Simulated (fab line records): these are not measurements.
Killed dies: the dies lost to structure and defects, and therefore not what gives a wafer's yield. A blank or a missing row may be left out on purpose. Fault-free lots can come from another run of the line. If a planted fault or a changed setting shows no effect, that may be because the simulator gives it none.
What tool caused it?    flow n5-finfet    10 lots, 26 wafers sampled, at 5 steps of a route of 1938

## WHAT EACH GAUGE READ, for each wafer
N5_BEOL_M4_RC_MEAS_101.
lot   measured      on         DIBL_N (mV/V)   DIBL_P (mV/V)   IOFF_N (nA/um)  IOFF_P (nA/um)  ION_N (uA/um)  ION_P (uA/um)  SS_N (mV/dec)   SS_P (mV/dec)   VT_N (mV)    VT_P (mV)
L199  day 8 11:25   prober-01  36.9 35.2       36.2 33.8       0.16 0.14       0.22 0.19       660 671        461 462        71.9 71.6       73.2 72.3       249 254      -249 -254
L201  day 8 15:29   prober-01  40.4 39.9 40.9  40.0 40.6 40.4  0.26 0.26 0.29  0.29 0.30 0.29  687 703 703    462 478 477    72.7 72.6 72.7  74.0 74.3 73.8  244 241 242  -246 -244 -245
L204  day 9 12:21   prober-02  34.6 39.8 39.2  32.4 40.0 39.3  0.12 0.20 0.18  0.14 0.24 0.23  672 696 694    458 465 469    71.3 72.4 72.4  72.5 74.5 74.1  255 250 248  -256 -250 -251
L207  day 10 04:59  prober-01  38.0 36.7       39.6 37.7       0.23 0.19       0.33 0.27       697 677        481 471        71.9 72.0       74.5 74.3       246 249      -240 -242
L211  day 11 03:41  prober-01  35.0 38.2 40.1  34.5 37.2 40.0  0.13 0.17 0.22  0.19 0.21 0.27  654 655 697    454 447 473    70.9 72.1 72.7  73.1 73.7 74.5  254 251 247  -252 -252 -248
L213  day 11 21:37  prober-02  37.3 37.3       37.2 36.0       0.17 0.18       0.24 0.24       676 680        465 466        72.1 72.1       73.3 72.7       251 249      -246 -247
L214  day 11 16:27  prober-01  34.3 34.6       34.3 34.2       0.13 0.14       0.18 0.18       665 661        457 447        70.6 70.9       73.0 72.3       250 251      -250 -250
L218  day 13 07:01  prober-02  35.8 35.3 33.0  32.8 35.1 32.1  0.16 0.15 0.12  0.16 0.19 0.16  665 659 671    450 446 462    71.0 71.2 71.2  72.8 72.9 71.8  249 247 252  -256 -252 -254
L219  day 13 03:17  prober-02  36.4 34.7 36.7  35.4 33.0 35.2  0.16 0.13 0.16  0.19 0.17 0.20  668 688 681    458 471 469    71.6 71.2 71.7  72.9 72.6 73.6  250 250 252  -252 -251 -248
L221  day 13 22:28  prober-02  39.1 33.5 38.9  40.3 33.6 37.9  0.23 0.14 0.22  0.30 0.18 0.25  704 688 683    479 474 468    72.8 71.2 72.8  74.6 73.0 73.7  243 248 246  -245 -249 -244

## WHICH TOOL RAN EACH LOT (tool, then ch and the chambers of the sampled wafers, then the start)
lot   N5_DUMMY_GATE_ETCH_23            N5_DUMMY_GATE_STRIP_48             N5_SD_EPI_N_ETCHBACK_44            N5_SD_EPI_N_SD_RECESS_17
L199  rie-si-03 ch 0,2, day 3 05:19    rie-diel-04 ch 1,3, day 3 05:41    rie-diel-02 ch 0,3, day 3 07:23    rie-si-05 ch 1,3, day 3 07:39
L201  rie-si-01 ch 1,2,3, day 3 18:34  rie-diel-04 ch 0,1,3, day 3 18:50  rie-diel-02 ch 2,3, day 3 20:32    rie-si-04 ch 0,1,2, day 3 20:48
L204  rie-si-03 ch 2,3, day 4 10:26    rie-diel-06 ch 0,1,2, day 4 10:43  rie-diel-03 ch 2,3, day 4 12:43    rie-si-04 ch 0,2,3, day 4 12:59
L207  rie-si-06 ch 1, day 5 05:29      rie-diel-05 ch 2,3, day 5 05:53    rie-diel-02 ch 1,3, day 5 07:31    rie-si-04 ch 0,3, day 5 07:46
L211  rie-si-01 ch 2,3, day 6 06:16    rie-diel-06 ch 0,1,3, day 6 06:33  rie-diel-02 ch 0,3, day 6 08:07    rie-si-04 ch 0,2,3, day 6 08:23
L213  rie-si-01 ch 1,2, day 6 18:05    rie-diel-05 ch 0,1, day 6 18:21    rie-diel-02 ch 1,2, day 6 20:02    rie-si-02 ch 0,2, day 6 20:19
L214  rie-si-03 ch 3, day 6 22:02      rie-diel-06 ch 1,2, day 6 22:18    rie-diel-02 ch 0,2, day 7 00:32    rie-si-02 ch 2,3, day 7 00:49
L218  rie-si-03 ch 0,2,3, day 7 22:55  rie-diel-05 ch 1, day 7 23:11      rie-diel-03 ch 0,1,3, day 8 01:42  rie-si-02 ch 0,1,3, day 8 01:58
L219  rie-si-06 ch 2,3, day 8 08:08    rie-diel-05 ch 0,3, day 8 08:24    rie-diel-01 ch 0,1,2, day 8 11:08  rie-si-04 ch 2,3, day 8 11:25
L221  rie-si-06 ch 1,2,3, day 8 16:52  rie-diel-04 ch 1,2,3, day 8 17:13  rie-diel-01 ch 0,1,3, day 8 20:37  rie-si-04 ch 0,1,2, day 8 20:53
- N5_DUMMY_GATE_ETCH_23: etches poly-Si in HBr/Cl2/O2, target depth 41 nm, time 22.3 s.
- N5_DUMMY_GATE_STRIP_48: strips in N2/H2, time 20 s.
- N5_SD_EPI_N_ETCHBACK_44: etches SiNx in CH3F/O2, stops on SiO2, target depth 14.5 nm.
- N5_SD_EPI_N_SD_RECESS_17: chemistry HBr/Cl2/O2, target depth 41 nm, time 23.7 s, bt time 3 s.

## WHAT THE TOOLS THEMSELVES READ (means of the sampled wafers that have a number; where no wafer has one, the mark that the record gives instead)
N5_DUMMY_GATE_ETCH_23.
lot   tool       HBr_flow_sccm (sccm)  drypump-motor-current-A (A)  oes-product-au (a.u.)  throttle-valve-pct (%)
L199  rie-si-03  150.1                 6.1                          0.995                  37.24
L201  rie-si-01  149.7                 5.7                          0.991                  36.71
L204  rie-si-03  149.8                 5.5                          1.002                  37.26
L207  rie-si-06  149.3                 6.5                          0.977                  36.83
L211  rie-si-01  150.4                 5.6                          1.007                  36.64
L213  rie-si-01  150.1                 5.7                          0.993                  36.78
L214  rie-si-03  150.0                 4.9                          1.006                  37.45
L218  rie-si-03  150.3                 5.7                          0.990                  37.29
L219  rie-si-06  150.2                 5.5                          1.024                  37.05
L221  rie-si-06  149.9                 6.0                          0.999                  37.00

N5_DUMMY_GATE_STRIP_48.
lot   tool         drypump-motor-current-A (A)  oes-product-au (a.u.)  rf-vpp-V (V)  showerhead-plenum-p-Torr (Torr)  throttle-valve-pct (%)
L199  rie-diel-04  5.1                          0.72                   45.7          3.34                             12.29
L201  rie-diel-04  5.3                          0.72                   45.5          3.34                             12.45
L204  rie-diel-06  5.7                          0.73                   45.7          3.28                             12.53
L207  rie-diel-05  5.8                          0.78                   46.2          3.46                             12.13
L211  rie-diel-06  5.4                          0.85                   44.6          3.42                             12.18
L213  rie-diel-05  5.4                          0.81                   44.6          3.34                             12.21
L214  rie-diel-06  6.0                          0.85                   45.8          3.42                             12.14
L218  rie-diel-05  5.8                          0.82                   46.0          3.40                             12.05
L219  rie-diel-05  5.5                          0.70                   44.8          3.41                             12.37
L221  rie-diel-04  5.1                          0.86                   46.2          3.36                             12.08

N5_SD_EPI_N_ETCHBACK_44.
lot   tool         drypump-motor-current-A (A)  oes-product-au (a.u.)  rf-vpp-V (V)  showerhead-plenum-p-Torr (Torr)  throttle-valve-pct (%)
L199  rie-diel-02  5.8                          0.70                   301           1.98                             16.34
L201  rie-diel-02  5.7                          0.66                   291           1.95                             16.62
L204  rie-diel-03  5.9                          0.73                   303           2.04                             16.24
L207  rie-diel-02  6.2                          0.67                   306           1.97                             16.37
L211  rie-diel-02  5.9                          0.69                   301           2.00                             16.36
L213  rie-diel-02  5.6                          0.69                   298           2.01                             16.41
L214  rie-diel-02  5.2                          0.70                   294           2.02                             16.41
L218  rie-diel-03  5.9                          0.63                   303           1.95                             16.27
L219  rie-diel-01  5.7                          0.67                   295           2.00                             16.28
L221  rie-diel-01  5.9                          0.61                   307           2.04                             16.55

N5_SD_EPI_N_SD_RECESS_17.
lot   tool       HBr_flow_sccm (sccm)  drypump-motor-current-A (A)  oes-product-au (a.u.)  throttle-valve-pct (%)
L199  rie-si-05  150.2                 5.93                         1.005                  37.2
L201  rie-si-04  150.3                 5.95                         0.994                  37.3
L204  rie-si-04  149.6                 5.74                         1.007                  37.3
L207  rie-si-04  150.5                 5.78                         1.014                  37.5
L211  rie-si-04  150.0                 5.74                         1.004                  37.3
L213  rie-si-02  150.4                 6.10                         0.995                  37.0
L214  rie-si-02  149.5                 5.88                         0.981                  37.2
L218  rie-si-02  149.8                 5.74                         0.989                  37.2
L219  rie-si-04  149.6                 5.66                         1.003                  37.1
L221  rie-si-04  149.9                 5.95                         1.001                  37.3

## THE ANSWER, worked out from the rows above alone
Rule: the lots themselves supply what counts as usual. The widest of any qualifying gaps counts: lots, ordered by their means at a reading, are off when they make up no more than a third of the lots, leave a main group of 4 or more, and stand apart from it by 3 or more times the standard deviation of that group's means. A main group is skipped when, at the precision printed for the reading in the tables above, its means are all equal. Also off: a lot with no number at a reading for which 4 or more lots have one. All remaining lots with rows at the step are treated as sound. First the gauges in route order, then the tools' own readings, where a lot's mean is used as printed above. The first step at which some lot is off is used, and at that step the reading that is off furthest; a lot without a number counts as furthest.
None of the lots is off at any reading shown; this tells nothing.

## WHAT THE SIMULATOR HAD PUT IN
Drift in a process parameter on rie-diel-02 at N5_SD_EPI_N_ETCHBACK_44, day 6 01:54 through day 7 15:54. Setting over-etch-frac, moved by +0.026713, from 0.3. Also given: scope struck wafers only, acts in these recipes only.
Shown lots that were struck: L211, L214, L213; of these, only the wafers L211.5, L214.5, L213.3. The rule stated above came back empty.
